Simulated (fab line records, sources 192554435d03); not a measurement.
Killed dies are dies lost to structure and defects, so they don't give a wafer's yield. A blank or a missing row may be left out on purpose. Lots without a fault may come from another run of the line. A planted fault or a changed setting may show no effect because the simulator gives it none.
fab line records | flow n5_finfet
record lots=5 wafers=15 last_day=17
route steps=1938 shown BEOL_M0_SAQP@683 BEOL_M4@1111
lots that met no fault: from a run of the same line without faults
start_h: hours from the record's first day to the start of the lot's first wafer shown | wait_h: hours since the lot's step before | " the same as in the row above | L1.1+2: a row that stands for several wafers | - no value, or no start given | * or withheld: withheld | < > ~ a bound
route shown NAME@n: a module of which the file shows steps, and the number in the route of the first | usual: mean/standard deviation of fault-free wafers | same: alike in all rows | chamber/n: place in a boat | sites: the reading at each site | _std_site: their standard deviation | _edge_site: outer sites' mean less inner sites' | radius_mm: how far each site lies from the wafer's centre | mask NAME#n: copy n | behind: the tool/chamber that last shaped the wafer | hold: why the lot was held/for how many hours/how that ended | device: the transistor (n, p or np) that didn't switch | end of line: the same wafers' tests at the end of the route | a step without rows: its recipe alone | killed: dies lost to structure and defects at the first sort, not the wafer's yield | map: a wafer's dies, x killed, . not, _ none there
set.NAME: the setting as run; set.NAME@STEP: as run at that earlier step | model.NAME: the simulator's own value behind a step, which no gauge read
lots at some steps of the route; a table a step, a row a wafer
services: from which hour (start_h, from the record's first day; less than 0 if before it) a tool's chamber was out of use, for how many hours, and why
## steps
# step N5_BEOL_M0_SAQP_COAT_34
# recipe resist=CAR-EUV spin_rpm=1500 resist_thk_nm=30
# step N5_BEOL_M0_SAQP_EBR_36
# recipe solvent=PGMEA ebr_width_mm=1.5
# step N5_BEOL_M0_SAQP_SOFTBAKE_35
# recipe temp_c=110 time_s=60 resist=CAR-EUV
# step N5_BEOL_M0_SAQP_EXPOSE_37
# recipe mask_id=M0_CUT1 na=0.33 source_shape=annular sigma_inner=0.35 sigma_outer=0.8 polarization=unpolarized target_cd_nm=30 dose_mj=44.75
# step N5_BEOL_M0_SAQP_PEB_38
# recipe peb_temp_c=100 peb_time_s=60 resist=CAR-EUV
# step N5_BEOL_M0_SAQP_DEVELOP_39
# recipe develop_time_s=30 developer=TMAH resist=CAR-EUV rinse_liquid=surfactant_rinse dry=air_spin dev_temp_c=23
# step N5_BEOL_M0_SAQP_CD_MEAS_40
# recipe target_cd_nm=30 landing_energy_ev=500 detector=se_inlens
# usual cd_nm=29.99/0.24
# columns lot.wafer tool chamber start_h wait_h cd_nm
L485.1 cd_sem-01 0 160.73 - 29.94
L485.4 " 0 " " 30.25
L485.5 " 0 " " 30.44
L492.1 cd_sem-03 0 200.20 - 30.20
L492.2 " 0 " " 30.14
L492.4 " 0 " " 30.13
L495.2 cd_sem-03 0 223.41 - 29.98
L495.3 " 0 " " 30.12
L495.5 " 0 " " 29.56
L498.3 cd_sem-01 0 241.96 - 29.46
L498.5 " 0 " " 29.70
L498.6 " 0 " " 29.41
L500.3 cd_sem-02 0 252.44 - 30.27
L500.4 " 0 " " 29.87
L500.6 " 0 " " 29.75
# step N5_BEOL_M0_SAQP_OVL_MEAS_41
# recipe points_per_wafer=522
# usual M0_CUT1_OVL=-0.1/0.76
# columns lot.wafer tool chamber start_h wait_h M0_CUT1_OVL[nm]
L485.1 overlay-01 0 160.76 0.0 0.7
L485.4 " 0 " " -0.1
L485.5 " 0 " " -0.3
L492.1 overlay-01 0 200.23 0.0 1.0
L492.2 " 0 " " -1.4
L492.4 " 0 " " -0.4
L495.2 overlay-01 0 223.44 0.0 0.9
L495.3 " 0 " " -0.8
L495.5 " 0 " " -0.7
L498.3 overlay-01 0 242.00 0.0 -1.3
L498.5 " 0 " " -1.4
L498.6 " 0 " " -0.4
L500.3 overlay-01 0 252.48 0.0 1.6
L500.4 " 0 " " 1.1
L500.6 " 0 " " 0.3
# step N5_BEOL_M0_SAQP_INSPECT_42
# recipe mode=adi inspect_instrument=brightfield
# usual raw_defect_count=266/84
# columns lot.wafer tool chamber start_h wait_h raw_defect_count
L485.1 defect_inspect-02 - 160.82 0.1 274
L485.4 " - " " 190
L485.5 " - " " 209
L492.1 defect_inspect-01 - 200.29 0.1 153
L492.2 " - " " 169
L492.4 " - " " 178
L495.2 defect_inspect-01 - 223.50 0.0 286
L495.3 " - " " 304
L495.5 " - " " 279
L498.3 defect_inspect-01 - 242.05 0.0 345
L498.5 " - " " 286
L498.6 " - " " 314
L500.3 defect_inspect-02 - 252.53 0.0 178
L500.4 " - " " 241
L500.6 " - " " 175
# step N5_BEOL_M0_SAQP_DESCUM_45
# recipe chemistry=O2 time_s=7 source_power_w=50 bias_power_w=20 pressure_mtorr=20 rf_frequency_hz=2.712e+07 temp_c=40 resist=CAR-EUV o2_flow_sccm=225
# usual drypump_motor_current_A=5.7/0.38 oes_product_au=0.80/0.077 rf_vpp_V=243.3/1.1 showerhead_plenum_p_Torr=2.10/0.039 throttle_valve_pct=20.5/0.34
# columns lot.wafer tool chamber start_h wait_h drypump_motor_current_A oes_product_au rf_hours_counter_h rf_vpp_V showerhead_plenum_p_Torr throttle_valve_pct
L485.1 rie_diel-05 2 160.86 0.0 5.0 0.91 20 244.4 2.14 19.9
L485.4 " 3 " " 5.5 0.74 168 244.1 2.09 20.9
L485.5 " 3 " " 5.5 0.75 - 242.5 2.09 20.9
L492.1 rie_diel-01 0 200.33 0.0 5.6 0.76 143 243.4 2.10 20.4
L492.2 " 2 " " 5.7 0.84 62 242.8 2.04 20.1
L492.4 " 3 " " 5.1 1.00 4 244.4 2.14 20.1
L495.2 rie_diel-05 1 223.53 0.0 6.2 0.79 110 243.7 2.11 20.8
L495.3 " 2 " " 5.0 0.88 37 244.8 2.14 19.9
L495.5 " 0 " " 5.7 0.69 - 243.2 2.07 20.9
L498.3 rie_diel-03 3 242.08 0.0 6.2 0.86 54 243.7 2.14 20.3
L498.5 " 2 " " 5.5 0.72 - 243.2 2.08 20.4
L498.6 " 1 " " 6.1 0.73 - 244.6 2.18 20.4
L500.3 rie_diel-01 3 252.56 0.0 5.1 0.94 18 242.6 2.13 20.1
L500.4 " 2 " " 5.7 0.81 77 242.0 2.04 20.2
L500.6 " 2 " " 5.7 0.82 - 241.9 2.04 20.2
# step N5_BEOL_M0_SAQP_ETCH_88
# recipe chemistry=N2/H2 target=underlayer target_depth_a=65 time_s=5.2 ion_energy_ev=200 mask_material=CAR-EUV pressure_mtorr=30 source_w=840 bias_w=150 n2_flow_sccm=200 h2_flow_sccm=200 ends=cleared
# usual drypump_motor_current_A=5.7/0.38 etch_rf_on_time_s=5.16/0.086 oes_product_au=0.68/0.066 rf_fwd_power_W=819.4/2.5 rf_vpp_V=524.4/2 showerhead_plenum_p_Torr=2.55/0.05 throttle_valve_pct=17.8/0.33
# columns lot.wafer tool chamber start_h wait_h drypump_motor_current_A etch_rf_on_time_s oes_product_au rf_fwd_power_W rf_hours_counter_h rf_vpp_V showerhead_plenum_p_Torr throttle_valve_pct
L485.1 rie_diel-05 2 160.89 0.0 5.0 4.96 0.80 817.2 20 524.5 2.59 17.1
L485.4 " 3 " " 5.4 5.14 0.63 818.8 168 524.4 2.53 18.2
L485.5 " 3 " " 5.4 5.14 0.64 820.4 - 524.8 2.53 18.2
L492.1 rie_diel-01 0 200.36 0.0 5.6 5.19 0.65 815.2 143 524.3 2.55 17.9
L492.2 " 2 " " 5.7 5.13 0.72 816.4 62 521.3 2.47 17.4
L492.4 " 3 " " 5.2 5.04 0.85 824.0 4 527.4 2.61 17.5
L495.2 rie_diel-05 1 223.57 0.0 6.3 5.17 0.68 817.1 110 525.0 2.55 18.1
L495.3 " 2 " " 5.0 4.93 0.75 819.6 37 524.5 2.59 17.2
L495.5 " 0 " " 5.7 5.21 0.59 817.9 - 523.5 2.50 18.2
L498.3 rie_diel-03 3 242.11 0.0 6.3 5.24 0.73 824.4 54 524.7 2.59 17.7
L498.5 " 2 " " 5.5 5.16 0.63 820.1 - 523.8 2.54 17.9
L498.6 " 1 " " 6.2 5.34 0.61 822.2 - 525.0 2.65 17.9
L500.3 rie_diel-01 3 252.60 0.0 5.1 4.99 0.82 817.7 18 527.7 2.60 17.6
L500.4 " 2 " " 5.7 5.08 0.70 821.2 77 521.8 2.46 17.5
L500.6 " 2 " " 5.7 5.09 0.71 816.8 - 522.4 2.46 17.4
# step N5_BEOL_M0_SAQP_ETCH_73
# recipe chemistry=CF4 target=SiARC target_depth_a=195 mask_material=CAR-EUV time_s=32.5 ion_energy_ev=80 pressure_mtorr=40 source_w=545 bias_w=36 Ar_flow_sccm=100 cf4_flow_sccm=100 ends=cleared
# usual drypump_motor_current_A=5.7/0.38 etch_rf_on_time_s=32.2/0.54 oes_product_au=0.68/0.065 rf_fwd_power_W=533/3 rf_vpp_V=184.2/1 showerhead_plenum_p_Torr=2.15/0.038 throttle_valve_pct=15.6/0.33
# columns lot.wafer tool chamber start_h wait_h drypump_motor_current_A etch_rf_on_time_s oes_product_au rf_fwd_power_W rf_hours_counter_h rf_vpp_V showerhead_plenum_p_Torr throttle_valve_pct
L485.1 rie_diel-05 2 160.91 0.0 5.0 31.3 0.79 539 20 182.9 2.19 15.0
L485.4 " 3 " " 5.4 32.3 0.65 532 168 184.4 2.14 16.1
L485.5 " 3 " " 5.4 32.3 0.65 529 - 182.6 2.14 16.1
L492.1 rie_diel-01 0 200.38 0.0 5.6 31.9 0.65 532 143 183.2 2.14 15.6
L492.2 " 2 " " 5.7 32.0 0.72 539 62 184.8 2.09 15.3
L492.4 " 3 " " 5.2 31.3 0.86 533 4 184.0 2.19 15.2
L495.2 rie_diel-05 1 223.58 0.0 6.2 32.5 0.68 530 110 182.8 2.16 15.9
L495.3 " 2 " " 5.0 31.1 0.76 539 37 185.3 2.18 15.0
L495.5 " 0 " " 5.7 32.6 0.59 536 - 183.2 2.11 16.0
L498.3 rie_diel-03 3 242.13 0.0 6.2 32.2 0.75 538 54 184.8 2.17 15.4
L498.5 " 2 " " 5.4 32.1 0.63 528 - 184.2 2.14 15.6
L498.6 " 1 " " 6.2 32.7 0.63 534 - 184.3 2.22 15.6
L500.3 rie_diel-01 3 252.61 0.0 5.1 31.2 0.81 538 18 185.9 2.18 15.3
L500.4 " 2 " " 5.7 31.9 0.70 539 77 184.2 2.08 15.4
L500.6 " 2 " " 5.7 32.2 0.71 538 - 182.6 2.08 15.3
# step N5_BEOL_M0_SAQP_CUT_ETCH_46
# recipe chemistry=N2/H2 target=SOC target_depth_a=1350 overetch_a=270 temp_c=40 time_s=202.5 ion_energy_ev=200 mask_material=SiARC pressure_mtorr=30 source_w=840 bias_w=150 n2_flow_sccm=200 h2_flow_sccm=200
# usual drypump_motor_current_A=5.7/0.38 rf_fwd_power_W=837.3/2.7 rf_vpp_V=524.0/1.6 showerhead_plenum_p_Torr=2.55/0.05 throttle_valve_pct=17.8/0.33
# columns lot.wafer tool chamber start_h wait_h drypump_motor_current_A rf_fwd_power_W rf_hours_counter_h rf_vpp_V showerhead_plenum_p_Torr throttle_valve_pct model.SiARC_of_BEOL_M0_SAQP_COAT_72.thk_nm model.BEOL_M0_SAQP.cd_nm
L485.1 rie_diel-05 2 160.94 0.0 5.0 837.2 20 524.8 2.59 17.1 4.8 30.4
L485.4 " 3 " " 5.4 838.5 168 523.1 2.53 18.2 5 29.6
L485.5 " 3 " " 5.5 837.3 - 524.0 2.53 18.1 5.2 30
L492.1 rie_diel-01 0 200.41 0.0 5.6 837.0 143 525.2 2.55 17.8 4.8 30
L492.2 " 2 " " 5.7 838.4 62 523.1 2.47 17.4 4.8 29.6
L492.4 " 3 " " 5.1 839.8 4 525.6 2.61 17.5 4.8 30.2
L495.2 rie_diel-05 1 223.61 0.0 6.2 1039.9 110 487.6 2.55 18.1 3.8 30.6
L495.3 " 2 " " 5.0 839.6 37 524.0 2.59 17.1 4.8 30.2
L495.5 " 0 " " 5.7 837.9 - 522.5 2.50 18.1 5 29.8
L498.3 rie_diel-03 3 242.16 0.0 6.2 841.7 54 524.7 2.59 17.6 5 30
L498.5 " 2 " " 5.5 837.5 - 524.0 2.54 17.9 4.8 30
L498.6 " 1 " " 6.1 842.2 - 527.3 2.65 17.9 5.2 29.8
L500.3 rie_diel-01 3 252.65 0.0 5.2 835.8 18 524.9 2.60 17.5 4.6 30.6
L500.4 " 2 " " 5.7 833.7 77 521.1 2.46 17.4 4.8 29.8
L500.6 " 2 " " 5.7 837.1 - 522.0 2.46 17.4 4.8 29.8
# step N5_BEOL_M0_SAQP_STRIP_74
# recipe chemistry=N2/H2 temp_c=40 n2_flow_sccm=200 h2_flow_sccm=200 rf_frequency_hz=6e+07
# step N5_BEOL_M0_SAQP_STRIP_89
# recipe chemistry=N2/H2 temp_c=40 n2_flow_sccm=200 h2_flow_sccm=200 rf_frequency_hz=6e+07
# step N5_BEOL_M0_SAQP_ALD_48
# recipe material=SiO2 target_thk_a=200 temp_c=100 ald_precursor_family=BDEAS ald_co_reactant=O2-plasma pulse_time_s=1 co_reactant_pulse_time_s=1 purge_time_s=2 co_reactant_purge_time_s=2 ald_cycles=139 pressure_torr=2
# usual heater_power_w=79/7.7 precursor_pulse_height_rel=0.999/0.02 susceptor_temp_C=100.02/0.14
# columns lot.wafer tool chamber start_h wait_h heater_power_w precursor_pulse_height_rel susceptor_temp_C
L485.1 ald_sin-04 2 161.14 0.0 84 0.997 100.05
L485.4 " 0 " " 70 1.012 100.02
L485.5 " 2 " " 85 0.970 100.21
L492.1 ald_sin-04 2 200.70 0.1 83 0.966 100.13
L492.2 " 3 " " 83 1.023 100.29
L492.4 " 2 " " 84 0.992 99.93
L495.2 ald_sin-01 0 223.82 0.0 82 0.980 100.18
L495.3 " 2 " " 79 0.993 100.38
L495.5 " 0 " " 82 0.993 100.04
L498.3 ald_sin-04 3 242.36 0.0 80 1.001 99.96
L498.5 " 2 " " 83 0.990 99.80
L498.6 " 1 " " 88 0.978 99.97
L500.3 ald_sin-04 2 253.15 0.3 83 0.961 99.81
L500.4 " 3 " " 81 1.025 100.19
L500.6 " 0 " " 71 1.027 100.09
# step N5_BEOL_M0_SAQP_ETCH_49
# recipe chemistry=CF4/O2 target_depth_a=370 target=SiO2 pressure_mtorr=40 source_w=535 bias_w=49 Ar_flow_sccm=100 cf4_flow_sccm=100 O2_flow_sccm=10 ion_energy_ev=100
# usual O2_flow_sccm=9.999/0.025 drypump_motor_current_A=5.8/0.4 oes_product_au=0.79/0.071 rf_fwd_power_W=532.5/1.8 rf_vpp_V=240.1/2.6 showerhead_plenum_p_Torr=2.22/0.043 throttle_valve_pct=15.9/0.31
# columns lot.wafer tool chamber start_h wait_h O2_flow_sccm drypump_motor_current_A oes_product_au rf_fwd_power_W rf_hours_counter_h rf_vpp_V showerhead_plenum_p_Torr throttle_valve_pct model.BEOL_M0_SAQP.cd_nm
L485.1 rie_diel-05 0 161.67 0.3 9.990 5.7 0.70 535.6 223 236.2 2.18 16.2 30.4
L485.4 " 2 " " 10.008 5.0 0.91 532.0 20 233.8 2.25 15.2 29.8
L485.5 " 3 " " 10.030 5.4 0.75 529.8 - 237.8 2.20 16.3 30
L492.1 rie_diel-05 3 201.23 0.3 9.967 5.4 0.74 532.1 179 237.7 2.20 16.4 30
L492.2 " 1 " " 10.022 6.2 0.80 532.8 103 241.1 2.23 16.1 29.6
L492.4 " 2 " " 10.059 5.0 0.89 534.2 31 234.8 2.25 15.3 30.4
L495.2 rie_diel-05 1 224.34 0.3 10.001 6.2 0.80 533.1 110 240.7 2.22 16.1 30.6
L495.3 " 3 " " 10.033 5.4 0.74 529.9 184 238.1 2.20 16.4 30.2
L495.5 " 0 " " 9.982 5.8 0.69 530.7 - 237.6 2.17 16.2 29.8
L498.3 rie_diel-05 0 242.95 0.3 10.001 5.7 0.69 532.7 245 238.0 2.17 16.3 30
L498.5 " 3 " " 10.004 5.4 0.73 533.6 - 238.0 2.19 16.4 30.2
L498.6 " 2 " " 10.002 5.0 0.88 532.7 - 234.4 2.24 15.3 29.8
L500.3 rie_diel-01 1 253.68 0.3 10.009 5.7 0.83 534.5 100 245.3 2.23 15.8 30.6
L500.4 " 2 " " 9.993 5.7 0.83 535.3 77 243.2 2.15 15.6 29.8
L500.6 " 2 " " 9.974 5.7 0.82 535.4 - 242.7 2.15 15.6 29.8
# step N5_BEOL_M0_SAQP_STRIP_75
# recipe chemistry=CF4 resist=SiARC power_w=300 bias_power_w=75 pressure_mtorr=50 cf4_flow_sccm=150 rf_frequency_hz=6e+07
# usual drypump_motor_current_A=5.8/0.39 oes_product_au=0.183/0.016 rf_vpp_V=271.4/1 showerhead_plenum_p_Torr=1.80/0.033 throttle_valve_pct=13.6/0.31
# columns lot.wafer tool chamber start_h wait_h drypump_motor_current_A oes_product_au rf_hours_counter_h rf_vpp_V showerhead_plenum_p_Torr throttle_valve_pct
L485.1 rie_diel-05 0 161.77 0.1 5.7 0.163 223 272.2 1.77 14.0
L485.4 " 2 " " 5.0 0.203 20 272.2 1.83 13.0
L485.5 " 3 " " 5.4 0.178 - 271.2 1.80 14.1
L492.1 rie_diel-05 3 201.33 0.1 5.5 0.176 179 272.2 1.79 14.1
L492.2 " 1 " " 6.2 0.187 103 271.3 1.81 13.8
L492.4 " 2 " " 5.0 0.202 31 270.8 1.82 13.0
L495.2 rie_diel-05 1 224.44 0.1 6.2 0.182 110 270.8 1.81 13.8
L495.3 " 3 " " 5.4 0.171 184 271.1 1.79 14.1
L495.5 " 0 " " 5.7 0.161 - 271.0 1.77 14.0
L498.3 rie_diel-05 0 243.05 0.1 5.7 0.162 245 271.2 1.77 14.0
L498.5 " 3 " " 5.4 0.174 - 271.6 1.79 14.1
L498.6 " 2 " " 5.0 0.200 - 271.4 1.82 13.0
L500.3 rie_diel-01 1 253.78 0.1 5.7 0.197 100 272.5 1.81 13.5
L500.4 " 2 " " 5.7 0.187 77 272.0 1.75 13.4
L500.6 " 2 " " 5.7 0.189 - 270.7 1.75 13.3
# step N5_BEOL_M4_RC_MEAS_101
# usual DIBL_N=36.4/1.4 DIBL_P=36.3/1.5 IOFF_N=0.162/0.023 IOFF_P=0.211/0.027 ION_N=676/9.7 ION_P=463/6.4 SS_N=71.5/0.5 SS_P=73.3/0.6 VT_N=249.3/2.5 VT_P=-249.9/2.8
# columns lot.wafer tool chamber start_h wait_h DIBL_N[mV/V] DIBL_P[mV/V] IOFF_N[nA/um] IOFF_P[nA/um] ION_N[uA/um] ION_P[uA/um] SS_N[mV/dec] SS_P[mV/dec] VT_N[mV] VT_P[mV]
L485.1 prober-01 0 217.80 0.0 36.3 37.7 0.156 0.203 658 453 71.2 73.5 248.5 -251.1
L485.4 " 0 " " 36.4 37.4 0.159 0.195 673 457 71.7 73.6 251.9 -251.2
L485.5 " 0 " " 35.6 36.0 0.147 0.183 667 455 70.9 73.5 252.1 -251.6
L492.1 prober-01 0 254.61 0.0 35.5 35.9 0.159 0.230 678 470 71.0 72.8 247.9 -248.4
L492.2 " 0 " " 35.6 36.2 0.166 0.223 672 463 71.5 73.6 245.4 -248.1
L492.4 " 0 " " 37.2 37.9 0.198 0.248 681 468 71.7 73.7 246.3 -249.4
L495.2 prober-02 0 270.14 0.2 37.7 36.6 0.174 0.224 683 466 72.3 72.8 246.8 -248.4
L495.3 " 0 " " 37.6 35.9 0.173 0.201 685 464 72.2 73.2 249.2 -250.6
L495.5 " 0 " " 37.8 35.6 0.172 0.194 679 463 72.1 73.3 250.7 -254.4
L498.3 prober-01 0 294.83 0.3 35.4 34.4 0.141 0.170 675 453 71.5 73.7 251.5 -251.6
L498.5 " 0 " " 36.8 36.8 0.172 0.209 687 469 71.3 73.9 247.1 -252.0
L498.6 " 0 " " 36.2 35.4 0.151 0.192 677 461 72.4 73.4 251.4 -248.6
L500.3 prober-02 0 298.15 0.3 35.3 34.4 0.141 0.193 671 463 70.9 73.1 252.3 -248.1
L500.4 " 0 " " 35.9 34.8 0.142 0.200 669 466 71.2 73.0 250.9 -249.2
L500.6 " 0 " " 36.0 35.2 0.153 0.211 684 468 71.7 73.4 250.1 -249.5
## services
# columns tool chamber start_h hours kind
rie_diel-01 3 177.08 - clean
rie_diel-01 3 177.08 - consumable_replace:focus_ring
rie_diel-01 3 177.08 12.5 scheduled_down
rie_diel-01 3 177.08 12.5 vent_cycle
ald_sin-01 - 178.65 14.0 pm
ald_sin-01 0 178.65 14.0 vent_cycle
ald_sin-01 1 178.65 14.0 vent_cycle
ald_sin-01 2 178.65 14.0 vent_cycle
ald_sin-01 3 178.65 14.0 vent_cycle
ald_sin-04 0 179.12 45.6 repair
ald_sin-01 0 192.65 - clean
ald_sin-01 1 192.65 - clean
ald_sin-01 2 192.65 - clean
ald_sin-01 3 192.65 - clean
ald_sin-01 - 208.46 4.3 pm
rie_diel-01 - 232.90 2.8 pm
rie_diel-03 2 248.66 32.5 repair
## key
first_sign step=N5_BEOL_M0_SAQP_CUT_ETCH_46 reading=rf_fwd_power_W direction=up sigmas=76 usual=* struck=*
effect step=N5_BEOL_M0_SAQP_CUT_ETCH_46 reading=rf_vpp_V direction=down sigmas=23 usual=524.0 struck=487.6
model_effect step=N5_BEOL_M0_SAQP_CUT_ETCH_46 value=SiARC_of_BEOL_M0_SAQP_COAT_72.thk_nm without=5 struck=3.8
model_effect step=N5_BEOL_M0_SAQP_ETCH_49 value=BEOL_M0_SAQP.cd_nm without=29.6 struck=30.6
met_at N5_BEOL_M0_SAQP_CUT_ETCH_46
struck_wafers L495.2
fault kind=process_parameter_drift tool=rie_diel-05 chamber=1 onset_h=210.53 steps=N5_BEOL_M0_SAQP_CUT_ETCH_46 channel=source_w offset=201.6 shape=step end_h=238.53 acts_in=these_recipes_only stated=840
